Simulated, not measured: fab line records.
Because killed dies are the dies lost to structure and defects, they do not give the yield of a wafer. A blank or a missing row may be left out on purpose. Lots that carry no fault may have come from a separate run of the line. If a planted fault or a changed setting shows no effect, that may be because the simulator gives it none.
fab line records ; flow nand_harc
[record] lots = 6; wafers = 18; last_day = 32
route steps=1302 shown P_START@1 P_ZERO_WELL@2 P_STI@85 END@1302
lots untouched by any fault: they come from a run of this same line in which no faults occurred
start_h: start of the lot's first displayed wafer, in hours after the record's first day ; wait_h: how many hours have passed since the lot's step before this one ; " unchanged from the row above ; L1.1+2: a row that stands for several wafers ; - either no value or no given start ; * or withheld: withheld ; < > ~ a bound
route shown NAME@n: names a module that has steps shown in the file, with the first one's number in the route ; usual: mean/standard deviation taken from wafers without a fault ; same: alike in all rows ; chamber/n: place in a boat ; sites: readings site by site ; _std_site: standard deviation of those values ; _edge_site: mean of outer sites minus mean of inner sites ; radius_mm: how far each site lies from the wafer's centre ; mask NAME#n: copy n ; behind: the last tool/chamber to shape the wafer ; hold: cause of the lot's hold/its duration in hours/its outcome ; device: the transistor (n, p or np) that didn't switch ; end of line: tests run on the same wafers once the route is complete ; step lacking rows: just its recipe ; killed: not the wafer's yield, but the dies lost to structure and defects at the first sort ; map: a wafer's dies, marking killed ones x, the rest . and places with no die _
set.NAME: the run value of the setting; set.NAME@STEP: its run value at that earlier step ; model.NAME: the simulator's own value behind a step, which no gauge read
certain route steps with their lots: each step a table, each wafer a row
services: from which hour (start_h, from the record's first day; less than 0 if before it) a tool's chamber was out of use, for how many hours, and why
[[steps]]
[step NHARC_P_START_INSPECT_01]
[usual] raw_defect_count = 3.8/2
lot.wafer;tool;chamber;start_h;wait_h;raw_defect_count
L177.2;defect_inspect-01;-;30.04;-;2
L177.3;defect_inspect-01;-;30.04;-;3
L177.4;defect_inspect-01;-;30.04;-;1
L184.1;defect_inspect-01;-;100.04;-;6
L184.2;defect_inspect-01;-;100.04;-;7
L184.6;defect_inspect-01;-;100.04;-;5
L185.2;defect_inspect-01;-;110.04;-;5
L185.3;defect_inspect-01;-;110.04;-;6
L185.5;defect_inspect-01;-;110.04;-;4
L186.1;defect_inspect-02;-;120.04;-;6
L186.4;defect_inspect-02;-;120.04;-;3
L186.5;defect_inspect-02;-;120.04;-;4
L189.1;defect_inspect-02;-;150.04;-;5
L189.3;defect_inspect-02;-;150.04;-;8
L189.6;defect_inspect-02;-;150.04;-;0
L198.2;defect_inspect-02;-;240.04;-;0
L198.3;defect_inspect-02;-;240.04;-;2
L198.4;defect_inspect-02;-;240.04;-;6
[step NHARC_P_ZERO_WELL_PRECLEAN_00]
[recipe] time_s = 600; temp_c = 120; chemistry = SPM
lot.wafer;tool;chamber;start_h;wait_h
L177.4+2+3;wet_bench-05;1,2,6;30.12;0.1
L184.1+2+6;wet_bench-05;1,2,3;100.14;0.1
L185.5+2+3;wet_bench-01;1,3,5;110.13;0.1
L186.5+1+4;wet_bench-01;0,2,4;120.12;0.1
L189.6+3+1;wet_bench-01;6,7,0;150.15;0.1
L198.4+3+2;wet_bench-01;3,4,5;240.12;0.1
[step NHARC_P_ZERO_WELL_SRD_01]
[step NHARC_P_ZERO_WELL_PECVD_02]
[recipe] target_thk_a = 100; temp_c = 400; pressure_torr = 6.5; rf_w = withheld; teos_flow_sccm = withheld; flow_sccm = 2650; target_thk_nm = 10; gas = O2; material = SiO2
[step NHARC_P_ZERO_WELL_DEHYDRATE_03]
[recipe] temp_c = 150; time_s = 120
[step NHARC_P_ZERO_WELL_HMDS_04]
[recipe] time_s = 30
[step NHARC_P_ZERO_WELL_COAT_64]
[recipe] temp_c = 200; time_s = 65
[step NHARC_P_ZERO_WELL_COAT_05]
[recipe] spin_rpm = 2000; resist_thk_nm = 600
[step NHARC_P_ZERO_WELL_SOFTBAKE_06]
[recipe] temp_c = 125; time_s = 70
[step NHARC_P_ZERO_WELL_EBR_07]
[step NHARC_P_ZERO_WELL_EXPOSE_08]
[recipe] na = 0.55; target_cd_nm = 500; dose_mj = 33.8; mask_id = P_ZERO
[step NHARC_P_ZERO_WELL_PEB_09]
[recipe] peb_temp_c = 128; peb_time_s = 80
[step NHARC_P_ZERO_WELL_DEVELOP_10]
[recipe] time_s = 50; dev_temp_c = 22
[step NHARC_P_ZERO_WELL_CD_MEAS_11]
[recipe] target_cd_nm = 500; landing_energy_ev = 500
[usual] cd_nm = 499.2/2
lot.wafer;tool;chamber;start_h;wait_h;cd_nm
L177.2;cd_sem-01;0;31.24;-;501.0
L177.3;cd_sem-01;0;31.24;-;500.2
L177.4;cd_sem-01;0;31.24;-;498.8
L184.1;cd_sem-02;0;101.11;-;498.9
L184.2;cd_sem-02;0;101.11;-;497.7
L184.6;cd_sem-02;0;101.11;-;496.9
L185.2;cd_sem-03;0;111.11;-;497.0
L185.3;cd_sem-03;0;111.11;-;499.9
L185.5;cd_sem-03;0;111.11;-;497.9
L186.1;cd_sem-03;0;121.11;-;498.2
L186.4;cd_sem-03;0;121.11;-;498.0
L186.5;cd_sem-03;0;121.11;-;500.2
L189.1;cd_sem-02;0;151.11;-;499.2
L189.3;cd_sem-02;0;151.11;-;496.6
L189.6;cd_sem-02;0;151.11;-;499.0
L198.2;cd_sem-01;0;241.25;-;500.8
L198.3;cd_sem-01;0;241.25;-;498.0
L198.4;cd_sem-01;0;241.25;-;497.3
[step NHARC_P_ZERO_WELL_HARDBAKE_12]
[recipe] temp_c = 118; time_s = 65
[step NHARC_P_ZERO_WELL_DESCUM_13]
[recipe] time_s = 3; o2_flow_sccm = 200; ar_flow_sccm = 0; bias_power_w = 0; chemistry = O2
[usual] chamber_pressure_mTorr = 60.01/0.054; drypump_motor_current_A = 5.8/0.43; oes_product_au = 0.997/0.01; rf_vpp_V = 57.6/0.86; showerhead_plenum_p_Torr = 1.87/0.066; throttle_valve_pct = 11.312/0.0086
lot.wafer;tool;chamber;start_h;wait_h;chamber_pressure_mTorr;drypump_motor_current_A;oes_product_au;rf_hours_counter_h;rf_vpp_V;showerhead_plenum_p_Torr;throttle_valve_pct
L177.4;rie_diel-04;3;31.40;-;60.01;5.6;0.995;7;57.7;1.82;11.294
L177.3;rie_diel-04;0;31.40;-;59.97;6.6;1.007;5;58.0;1.98;11.316
L177.2;rie_diel-04;1;31.40;-;59.96;5.7;0.989;5;58.4;1.96;11.309
L184.2;rie_diel-05;3;101.27;-;59.97;5.7;0.988;17;57.1;1.83;11.315
L184.1;rie_diel-05;1;101.27;-;59.95;5.3;0.989;18;59.1;1.86;11.313
L184.6;rie_diel-05;0;101.27;-;59.96;6.7;1.000;-;57.2;1.82;11.321
L185.2;rie_diel-11;0;111.27;-;60.00;6.3;0.987;8;57.5;1.91;11.312
L185.3;rie_diel-11;3;111.27;-;59.96;5.4;0.989;7;56.0;1.78;11.309
L185.5;rie_diel-11;1;111.27;-;60.09;5.8;1.003;-;57.2;1.89;11.309
L186.1;rie_diel-11;1;121.27;-;60.03;5.8;1.014;10;58.5;1.89;11.314
L186.5;rie_diel-11;1;121.27;-;59.99;5.8;1.000;-;56.3;1.88;11.314
L186.4;rie_diel-11;3;121.27;-;59.99;5.4;0.996;-;57.1;1.78;11.304
L189.3;rie_diel-05;0;151.28;-;60.01;6.7;1.004;34;57.4;1.82;11.324
L189.1;rie_diel-05;1;151.28;-;60.01;5.3;0.995;34;58.3;1.85;11.305
L189.6;rie_diel-05;3;151.28;-;60.12;5.8;0.989;-;57.1;1.82;11.299
L198.4;rie_diel-11;2;241.42;-;60.04;5.5;1.005;45;57.0;1.81;11.321
L198.3;rie_diel-11;3;241.42;-;60.04;5.4;1.002;47;57.8;1.76;11.312
L198.2;rie_diel-11;1;241.42;-;60.02;5.8;0.991;56;57.8;1.87;11.309
[step NHARC_P_ZERO_WELL_ETCH_65]
[recipe] target_depth_a = 800; overetch_a = 240; time_s = 87.88; ion_energy_ev = 200; n2_flow_sccm = 150; h2_flow_sccm = 150; ar_flow_sccm = 0; rf_w = 400; bias_w = 150; chemistry = N2/H2
[usual] bias_w = 150.0/0.47; chamber_pressure_mTorr = 30.001/0.027; drypump_motor_current_A = 5.9/0.44; oes_product_au = 0.997/0.0092; rf_vpp_V = 429.1/2.3; showerhead_plenum_p_Torr = 1.99/0.072; throttle_valve_pct = 14.172/0.009
lot.wafer;tool;chamber;start_h;wait_h;bias_w;chamber_pressure_mTorr;drypump_motor_current_A;oes_product_au;rf_hours_counter_h;rf_vpp_V;showerhead_plenum_p_Torr;throttle_valve_pct
L177.4;rie_diel-04;1;31.47;0.1;150.1;30.001;5.6;0.993;5;432.4;2.09;14.177
L177.3;rie_diel-04;3;31.47;0.1;149.5;30.025;5.6;0.991;7;426.9;1.93;14.181
L177.2;rie_diel-04;0;31.47;0.1;150.3;29.997;6.6;1.014;5;432.3;2.11;14.162
L184.2;rie_diel-05;1;101.37;0.1;149.7;29.968;5.3;0.987;18;429.7;1.98;14.172
L184.1;rie_diel-05;2;101.37;0.1;149.4;29.971;6.2;0.992;19;433.5;2.11;14.170
L184.6;rie_diel-05;0;101.37;0.1;149.4;30.043;6.7;0.993;-;429.1;1.94;14.177
L185.3;rie_diel-11;1;111.37;0.1;150.0;29.946;5.8;0.996;8;429.0;2.01;14.187
L185.2;rie_diel-11;3;111.37;0.1;150.0;30.034;5.4;0.993;7;425.7;1.89;14.164
L185.5;rie_diel-11;0;111.37;0.1;149.4;30.004;6.3;0.994;-;430.5;2.04;14.182
L186.1;rie_diel-11;1;121.39;0.1;150.0;30.001;5.8;0.996;10;430.8;2.01;14.170
L186.4;rie_diel-11;0;121.39;0.1;150.5;29.980;6.3;1.001;-;432.2;2.04;14.169
L186.5;rie_diel-11;1;121.39;0.1;150.7;30.014;5.8;0.998;-;429.3;2.01;14.152
L189.3;rie_diel-05;1;151.40;0.1;150.5;30.013;5.3;0.992;34;427.8;1.97;14.168
L189.1;rie_diel-05;2;151.40;0.1;149.7;30.020;6.2;0.980;37;432.3;2.10;14.172
L189.6;rie_diel-05;3;151.40;0.1;150.0;30.039;5.8;1.002;-;427.6;1.94;14.169
L198.3;rie_diel-11;0;241.51;0.1;149.9;29.978;6.3;1.001;48;430.9;2.03;14.178
L198.2;rie_diel-11;1;241.51;0.1;150.2;29.969;5.8;0.988;56;429.0;1.99;14.182
L198.4;rie_diel-11;2;241.51;0.1;149.8;30.016;5.5;1.009;45;427.1;1.92;14.192
[step NHARC_P_ZERO_WELL_ETCH_62]
[recipe] target_depth_a = 130; time_s = 6.5; chf3_flow_sccm = 50; ar_flow_sccm = 200; rf_w = 500; bias_w = 200; chemistry = CHF3/Ar
[usual] bias_w = 200.1/0.57; chamber_pressure_mTorr = 25.003/0.022; drypump_motor_current_A = 5.8/0.43; oes_product_au = 0.955/0.015; rf_vpp_V = 369.4/1.9; showerhead_plenum_p_Torr = 2.29/0.077; throttle_valve_pct = 20.217/0.0094
lot.wafer;tool;chamber;start_h;wait_h;bias_w;chamber_pressure_mTorr;drypump_motor_current_A;oes_product_au;rf_hours_counter_h;rf_vpp_V;showerhead_plenum_p_Torr;throttle_valve_pct
L177.3;rie_diel-04;0;-;-;200.1;24.995;6.6;0.974;5;372.1;2.42;20.202
L177.4;rie_diel-04;1;-;-;200.8;25.019;5.7;0.964;5;371.9;2.40;20.203
L177.2;rie_diel-04;2;-;-;200.2;24.991;5.6;0.965;7;372.4;2.34;20.218
L184.2;rie_diel-05;2;-;-;200.4;25.016;6.2;0.966;20;373.4;2.42;20.205
L184.1;rie_diel-05;0;-;-;199.9;24.969;6.7;0.953;17;367.1;2.24;20.212
L184.6;rie_diel-05;1;-;-;199.9;24.983;5.3;0.966;-;370.9;2.28;20.216
L185.2;rie_diel-11;0;-;-;199.6;24.979;6.3;0.953;8;371.3;2.35;20.225
L185.3;rie_diel-11;1;-;-;200.1;25.002;5.8;0.963;8;370.6;2.31;20.220
L185.5;rie_diel-11;0;-;-;199.8;25.014;6.3;0.960;-;370.9;2.35;20.215
L186.1;rie_diel-11;0;-;-;199.1;25.007;6.3;0.957;9;369.5;2.35;20.213
L186.4;rie_diel-11;1;-;-;199.1;25.028;5.8;0.975;-;370.7;2.31;20.211
L186.5;rie_diel-11;3;-;-;200.9;25.016;5.4;0.965;-;367.4;2.18;20.210
L189.3;rie_diel-05;3;-;-;200.6;25.010;5.8;0.943;36;366.6;2.24;20.204
L189.1;rie_diel-05;1;-;-;200.1;24.992;5.3;0.944;34;368.3;2.27;20.203
L189.6;rie_diel-05;2;-;-;200.5;25.001;6.2;0.929;-;371.0;2.41;20.220
L198.2;rie_diel-11;2;-;-;199.5;25.031;5.5;0.956;45;367.9;2.22;20.215
L198.3;rie_diel-11;0;-;-;200.3;25.037;6.3;0.966;49;369.4;2.33;20.209
L198.4;rie_diel-11;1;-;-;199.8;25.001;5.8;0.944;56;369.6;2.29;20.230
[step NHARC_P_ZERO_WELL_ETCH_63]
[recipe] target_depth_a = 1200; time_s = 40.1; hbr_flow_sccm = 150; cl2_flow_sccm = 50; rf_w = 400; icp_w = 400; bias_w = 100; chemistry = HBr/Cl2
[usual] bias_w = 100.01/0.28; chamber_pressure_mTorr = 14.999/0.014; drypump_motor_current_A = 5.8/0.51; he_backside_leak_sccm = 2.67/0.25; oes_product_au = 0.998/0.013; throttle_valve_pct = 26.405/0.0088
lot.wafer;tool;chamber;start_h;wait_h;bias_w;chamber_pressure_mTorr;drypump_motor_current_A;he_backside_leak_sccm;oes_product_au;rf_hours_counter_h;throttle_valve_pct
L177.2;rie_si-05;0;31.65;-;100.36;14.981;5.9;2.57;0.994;0.6;26.417
L177.4;rie_si-05;1;31.65;-;100.55;15.038;5.4;2.88;1.013;0.6;26.408
L177.3;rie_si-05;3;31.65;-;100.31;14.994;6.4;2.85;1.006;0.3;26.410
L184.2;rie_si-03;3;101.53;-;99.69;15.006;6.4;2.50;0.995;0.3;26.404
L184.1;rie_si-03;2;101.53;-;99.83;14.985;6.4;2.50;0.998;0.4;26.417
L184.6;rie_si-03;3;101.53;-;99.19;15.007;6.4;2.75;0.984;-;26.393
L185.2;rie_si-01;2;111.79;-;100.21;15.015;6.2;2.89;0.971;0.6;26.414
L185.3;rie_si-01;3;111.79;-;99.61;14.999;6.3;2.66;0.977;0.6;26.411
L185.5;rie_si-01;2;111.79;-;100.15;15.003;6.2;2.73;0.976;-;26.400
L186.1;rie_si-05;0;121.56;-;100.09;14.996;5.9;2.83;1.013;1.1;26.405
L186.4;rie_si-05;1;121.56;-;99.75;15.016;5.4;3.00;1.017;1.0;26.411
L186.5;rie_si-05;0;121.56;-;100.24;15.000;5.9;2.76;1.024;-;26.414
L189.3;rie_si-03;1;151.55;-;100.04;14.990;5.5;2.78;0.999;0.6;26.391
L189.1;rie_si-03;2;151.55;-;100.26;15.002;6.4;2.38;1.009;0.7;26.410
L189.6;rie_si-03;1;151.55;-;99.56;15.008;5.5;2.87;0.993;-;26.408
L198.3;rie_si-05;0;241.68;-;100.01;15.001;5.9;2.54;0.999;0.6;26.388
L198.4;rie_si-05;2;241.68;-;99.79;14.999;5.7;2.87;1.001;0.7;26.415
L198.2;rie_si-05;3;241.68;-;100.02;14.996;6.4;3.01;0.999;0.6;26.398
[step NHARC_P_ZERO_WELL_STRIP_15]
[recipe] time_s = 900; temp_c = 130; chemistry = SPM
[step NHARC_P_ZERO_WELL_DEHYDRATE_16]
[recipe] temp_c = 150; time_s = 120
[step NHARC_P_ZERO_WELL_HMDS_17]
[recipe] time_s = 30
[step NHARC_P_ZERO_WELL_COAT_18]
[recipe] spin_rpm = withheld
[step NHARC_P_ZERO_WELL_SOFTBAKE_19]
[recipe] temp_c = 122; time_s = 95
[step NHARC_P_ZERO_WELL_EBR_20]
[step NHARC_P_ZERO_WELL_EXPOSE_21]
[recipe] na = 0.6; target_cd_nm = 720; dose_mj = 22.31; mask_id = P_NWELL
[step NHARC_P_ZERO_WELL_PEB_22]
[recipe] peb_temp_c = 118; peb_time_s = 85
[step NHARC_P_ZERO_WELL_DEVELOP_23]
[recipe] time_s = 70
[step NHARC_P_ZERO_WELL_CD_MEAS_24]
[recipe] target_cd_nm = 720; landing_energy_ev = 500
[usual] cd_nm = 719.6/1.5
lot.wafer;tool;chamber;start_h;wait_h;cd_nm
L177.2;cd_sem-02;0;32.46;-;718.2
L177.3;cd_sem-02;0;32.46;-;718.6
L177.4;cd_sem-02;0;32.46;-;719.9
L184.1;cd_sem-01;0;102.45;-;717.4
L184.2;cd_sem-01;0;102.45;-;717.9
L184.6;cd_sem-01;0;102.45;-;718.4
L185.2;cd_sem-01;0;112.60;-;719.7
L185.3;cd_sem-01;0;112.60;-;720.0
L185.5;cd_sem-01;0;112.60;-;718.9
L186.1;cd_sem-03;0;122.36;-;717.9
L186.4;cd_sem-03;0;122.36;-;720.0
L186.5;cd_sem-03;0;122.36;-;719.2
L189.1;cd_sem-01;0;152.48;-;720.6
L189.3;cd_sem-01;0;152.48;-;719.5
L189.6;cd_sem-01;0;152.48;-;720.8
L198.2;cd_sem-02;0;242.61;-;720.8
L198.3;cd_sem-02;0;242.61;-;722.9
L198.4;cd_sem-02;0;242.61;-;721.5
[step NHARC_P_ZERO_WELL_HARDBAKE_25]
[recipe] temp_c = 125; time_s = 80
[step NHARC_P_ZERO_WELL_DESCUM_26]
[recipe] time_s = 3; o2_flow_sccm = 200; ar_flow_sccm = 0; bias_power_w = 0; chemistry = O2
[usual] chamber_pressure_mTorr = 60.00/0.055; drypump_motor_current_A = 5.9/0.45; oes_product_au = 0.998/0.01; rf_vpp_V = 57.6/0.91; showerhead_plenum_p_Torr = 1.89/0.067; throttle_valve_pct = 11.312/0.009
lot.wafer;tool;chamber;start_h;wait_h;chamber_pressure_mTorr;drypump_motor_current_A;oes_product_au;rf_hours_counter_h;rf_vpp_V;showerhead_plenum_p_Torr;throttle_valve_pct
L177.2;rie_diel-04;0;32.63;-;60.03;6.6;1.017;5;57.6;1.98;11.304
L177.4;rie_diel-04;1;32.63;-;59.98;5.7;0.990;5;57.4;1.96;11.318
L177.3;rie_diel-04;2;32.63;-;60.03;5.6;1.003;7;58.4;1.91;11.311
L184.2;rie_diel-04;2;102.61;-;59.99;5.6;0.996;30;58.5;1.90;11.308
L184.1;rie_diel-04;0;102.61;-;60.05;6.6;1.012;25;57.9;1.98;11.313
L184.6;rie_diel-04;3;102.61;-;59.97;5.6;0.990;-;56.7;1.81;11.305
L185.2;rie_diel-05;3;112.78;-;60.00;5.8;0.991;24;58.5;1.83;11.313
L185.3;rie_diel-05;0;112.78;-;60.02;6.7;0.986;23;56.9;1.82;11.319
L185.5;rie_diel-05;2;112.78;-;60.01;6.2;0.988;-;56.4;1.98;11.321
L186.4;rie_diel-05;2;122.55;-;60.03;6.2;0.988;28;58.9;1.97;11.315
L186.1;rie_diel-05;3;122.55;-;59.94;5.7;0.990;26;56.8;1.83;11.306
L186.5;rie_diel-05;0;122.55;-;59.95;6.7;0.997;-;57.9;1.82;11.316
L189.3;rie_diel-04;1;152.66;-;60.03;5.6;0.988;41;59.1;1.95;11.308
L189.1;rie_diel-04;2;152.66;-;60.03;5.6;1.001;49;57.7;1.89;11.323
L189.6;rie_diel-04;3;152.66;-;60.01;5.6;0.998;-;58.2;1.80;11.308
L198.4;rie_diel-11;0;242.78;-;60.08;6.3;1.002;49;58.7;1.90;11.311
L198.2;rie_diel-11;1;242.78;-;59.95;5.8;0.996;56;58.1;1.87;11.333
L198.3;rie_diel-11;2;242.78;-;60.01;5.5;1.005;45;56.2;1.81;11.325
[step NHARC_P_STI_INSPECT_11]
[usual] raw_defect_count = 5.7/2.9
lot.wafer;tool;chamber;start_h;wait_h;raw_defect_count
L177.2;defect_inspect-02;-;52.80;0.0;3
L177.3;defect_inspect-02;-;52.80;0.0;2
L177.4;defect_inspect-02;-;52.80;0.0;4
L184.1;defect_inspect-01;-;123.19;0.0;3
L184.2;defect_inspect-01;-;123.19;0.0;6
L184.6;defect_inspect-01;-;123.19;0.0;4
L185.2;defect_inspect-01;-;135.48;0.0;5
L185.3;defect_inspect-01;-;135.48;0.0;8
L185.5;defect_inspect-01;-;135.48;0.0;4
L186.1;defect_inspect-02;-;146.56;0.0;11
L186.4;defect_inspect-02;-;146.56;0.0;19
L186.5;defect_inspect-02;-;146.56;0.0;15
L189.1;defect_inspect-02;-;172.97;0.0;20
L189.3;defect_inspect-02;-;172.97;0.0;16
L189.6;defect_inspect-02;-;172.97;0.0;19
L198.2;defect_inspect-01;-;263.95;0.0;9
L198.3;defect_inspect-01;-;263.95;0.0;7
L198.4;defect_inspect-01;-;263.95;0.0;2
[step NHARC_END_SORT_01]
[recipe] temp_c = 25
[usual] killed_at_array = 62/15; killed_at_other = 0.8/1; killed_at_periphery = 3.7/2.6; killed_dies = 66/15; killed_open = 3.1/1.8; killed_short = 2.6/1.7
[same] gross_dies = 677
lot.wafer;tool;chamber;start_h;wait_h;killed_at_array;killed_at_other;killed_at_periphery;killed_dies;killed_open;killed_short
L186.1;prober-02;0;659.57;2.4;59;2;8;69;3;5
L186.4;prober-02;0;661.98;3.4;46;0;21;67;1;0
L186.5;prober-02;0;662.78;3.7;60;1;15;76;4;5
L189.1;prober-02;0;674.60;2.5;98;0;10;108;4;4
L189.3;prober-02;0;676.18;3.1;91;0;14;105;5;2
L189.6;prober-02;0;678.56;4.0;82;0;11;93;3;1
// killed by level:class
L186.1 A_SLIT:chamber_film_flake=33 A_CHANNEL_HOLE_D2:chamber_film_flake=13 P_ZERO_WELL:unspecified=3 A_CONTACT:chamber_film_flake=3 A_ONON_D2:geometric_particle:short=2 A_M0:geometric_particle:short=2 P_STI:chamber_film_flake=2 THIN_TSV:chamber_film_flake=2
L186.4 A_SLIT:chamber_film_flake=26 P_ZERO_WELL:unspecified=15 A_CHANNEL_HOLE_D2:chamber_film_flake=11 A_CHANNEL_HOLE_D1:chamber_film_flake=3 A_CONTACT:chamber_film_flake=3 P_STI:chamber_film_flake=2 P_M2:chamber_film_flake=2 P_CONTACT:geometric_particle:open=1
L186.5 A_SLIT:chamber_film_flake=33 P_ZERO_WELL:unspecified=11 A_CHANNEL_HOLE_D2:chamber_film_flake=10 A_CHANNEL_HOLE_D1:chamber_film_flake=7 P_STI:chamber_film_flake=4 A_DECK1_JOINT:geometric_particle:short=2 A_ONON_D2:geometric_particle:open=2 A_ONON_D1:geometric_particle:short=1
L189.1 A_CHANNEL_HOLE_D1:chamber_film_flake=28 A_SLIT:chamber_film_flake=27 A_CHANNEL_HOLE_D2:chamber_film_flake=27 P_ZERO_WELL:unspecified=9 A_STAIRCASE:chamber_film_flake=5 A_ONON_D1:geometric_particle:open=3 A_CHANNEL_FILL_D1:chamber_film_flake=2 A_SOURCE_PLATE:geometric_particle:short=1
L189.3 A_SLIT:chamber_film_flake=32 A_CHANNEL_HOLE_D1:chamber_film_flake=30 A_CHANNEL_HOLE_D2:chamber_film_flake=20 P_ZERO_WELL:unspecified=9 A_DECK1_JOINT:chamber_film_flake=3 P_M0:geometric_particle:short=2 A_CONTACT:chamber_film_flake=2 P_STI:geometric_particle:open=1
L189.6 A_SLIT:chamber_film_flake=31 A_CHANNEL_HOLE_D1:chamber_film_flake=23 A_CHANNEL_HOLE_D2:chamber_film_flake=21 P_ZERO_WELL:unspecified=9 P_M0:geometric_particle:open=1 A_SOURCE_PLATE:geometric_particle:short=1 A_CHANNEL_HOLE_D2:geometric_particle:open=1 A_WL_FILL:geometric_particle:open=1
// map L186.5 (x killed, . not)
____________.____________
_________....x.._________
_______..........._______
______.............______
_____..............._____
____.......x.........____
____...........x.....____
___...................___
___...................___
__.....................__
__.................x.x.__
_......................._
_......................._
_...............x......._
_...........x.....xx.xx._
_...............x..xx..._
..................xxxxx..
.................xxxxxx..
........x......x.xxxxx.x.
.................xxx..x..
x...............xxxxxxx..
_.................xxx.x._
_..............xxxxxx..._
_.................x.x..._
_...............xxxx...._
_..................x..x._
__................x....__
__...............xx.x..__
___.............xxx...___
___..............x....___
____.................____
____x..........x.....____
_____..............._____
______.............______
_______...x.xx...._______
_________......._________
____________.____________
// map L189.1 (x killed, . not)
____________.____________
_________......._________
_______..........._______
______.............______
_____..............._____
____.................____
____.................____
___.x.................___
___.x.x.......x.......___
__....x................__
__..xx.x...............__
_..xxx.................._
_.xxxxxx.........x......_
_x...x.xxx.............._
_..xx.xx........x......._
_..xx.x.............x..._
......x..x............x..
................xxxxxxx.x
..............xx..xxxxxx.
..................xx.x...
..................x.x.x..
_.................x.x.x._
_.....x.......x.x.x.x..._
_....x..............x..._
_............x.x.xx.x.x._
_...............xxxx...._
__.............x.x.....__
__.............xxxx....__
___............xxx.x.x___
___............xxxxx..___
____.....x.....xxxx..____
____.......x..x..xxx.____
_____.............xx_____
______.........x.x.______
_______..........x_______
_________......._________
____________.____________
[[services]]
tool;chamber;start_h;hours;kind
rie_diel-05;3;26.21;5.3;repair
rie_si-05;2;34.51;5.8;repair
rie_si-03;0;35.87;1.5;repair
rie_diel-05;-;43.15;0.7;repair
rie_diel-05;-;52.66;9.0;pm
rie_diel-05;-;64.39;0.2;repair
rie_diel-05;3;66.00;6.1;repair
rie_diel-11;-;79.46;9.0;pm
rie_diel-11;-;99.96;0.5;repair
wet_bench-01;-;101.74;8.0;pm
rie_diel-05;-;103.48;0.1;repair
rie_diel-11;2;109.90;2.3;repair
rie_diel-11;2;118.34;20.8;repair
rie_si-05;-;128.00;9.0;pm
rie_diel-05;-;132.53;0.2;repair
rie_diel-04;1;149.36;2.1;repair
rie_si-05;0;171.41;4.5;repair
rie_diel-05;0;174.01;4.1;repair
rie_diel-04;-;180.72;9.0;pm
rie_diel-11;0;185.33;2.5;repair
rie_diel-05;0;185.82;1.2;repair
rie_si-05;0;194.31;9.0;repair
rie_diel-04;1;213.66;2.2;repair
rie_diel-05;-;229.66;9.0;pm
[[key]]
[first_sign] step = NHARC_P_STI_INSPECT_11; reading = raw_defect_count; direction = up; sigmas = 3.8; usual = 5.7; struck = 16.7
[effect] step = NHARC_END_SORT_01; reading = killed_at_periphery; direction = up; sigmas = 3.6; usual = 3.7; struck = 13.2; wafers_moved = 5
met_at NHARC_P_ZERO_WELL_PRECLEAN_00
struck_wafers L186.1,L186.4,L186.5,L189.1,L189.3,L189.6
tester_left_out L186,L189
onset_between 110.13 120.12
[fault] kind = chamber_particle_source; tool = wet_bench-01; chamber = -; onset_h = 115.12; steps = NHARC_P_ZERO_WELL_PRECLEAN_00; rate_per_visit_cm2 = 0.021807; end_h = 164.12
// tester_left_out: of these lots the tester's yield and bins aren't shown, on N5 and GAA mostly nor the transistor test; their killed dies are dies lost to structure and defects alone, not to doping, threshold or leakage, so they don't give the yield
